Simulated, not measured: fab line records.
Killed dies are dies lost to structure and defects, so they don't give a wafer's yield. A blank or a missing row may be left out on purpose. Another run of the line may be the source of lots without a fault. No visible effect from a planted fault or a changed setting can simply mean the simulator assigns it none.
The tool behind it: which one?	flow n5Finfet	30 wafers from 10 lots sampled at 2 of the route's 1938 steps

== WHAT EACH GAUGE READ, for each wafer ==
N5_BEOL_M1_RS_MEAS_58: measures by four-point-probe.
lot	measured	on	M1_RS (ohm/sq)
L381	day 6 11:26	filmMetro-02	0.68 0.63 0.62
L382	day 6 13:08	filmMetro-01	0.64 0.67 0.59
L385	day 7 14:05	filmMetro-01	0.71 0.69 0.70
L388	day 8 00:51	filmMetro-01	0.69 0.74 0.66
L390	day 8 22:25	filmMetro-01	0.67 0.69 0.68
L399	day 11 04:29	filmMetro-02	0.72 0.67 0.69
L400	day 11 18:39	filmMetro-02	0.69 0.73 0.67
L401	day 12 04:05	filmMetro-02	0.64 0.71 0.68
L402	day 12 08:11	filmMetro-01	0.70 0.64 0.64
L403	day 12 11:17	filmMetro-02	0.68 0.64 0.67

== WHAT TOOL EACH LOT RAN ON (gives the tool, then ch and the chambers of the sampled wafers, and finally the start) ==
lot	N5_BEOL_M1_ANNEAL_93
L381	pvdSputter-01, day 6 10:00
L382	pvdSputter-03, day 6 11:29
L385	pvdSputter-03, day 7 12:41
L388	pvdSputter-01, day 7 23:13
L390	pvdSputter-03, day 8 21:01
L399	pvdSputter-01, day 11 03:04
L400	pvdSputter-03, day 11 17:14
L401	pvdSputter-03, day 12 02:41
L402	pvdSputter-03, day 12 06:47
L403	pvdSputter-02, day 12 09:50
- N5_BEOL_M1_ANNEAL_93: time 240 s.

== THE ANSWER, worked out from the rows above alone ==
Rule: usual is defined by the lots themselves. The widest of any qualifying gaps counts: lots, ordered by their means at a reading, are off when they make up no more than a third of the lots, leave a main group of 4 or more, and stand apart from it by 3 or more times the standard deviation of that group's means. Not used: any main group whose means are identical at the precision the tables above print for the reading. A lot without any number at a reading at which 4 lots or more have one is off too. The other lots that the step has rows for count as sound.
Across all readings shown, no lot is off: no conclusion can be drawn from this.

== WHAT THE SIMULATOR PUT IN ==
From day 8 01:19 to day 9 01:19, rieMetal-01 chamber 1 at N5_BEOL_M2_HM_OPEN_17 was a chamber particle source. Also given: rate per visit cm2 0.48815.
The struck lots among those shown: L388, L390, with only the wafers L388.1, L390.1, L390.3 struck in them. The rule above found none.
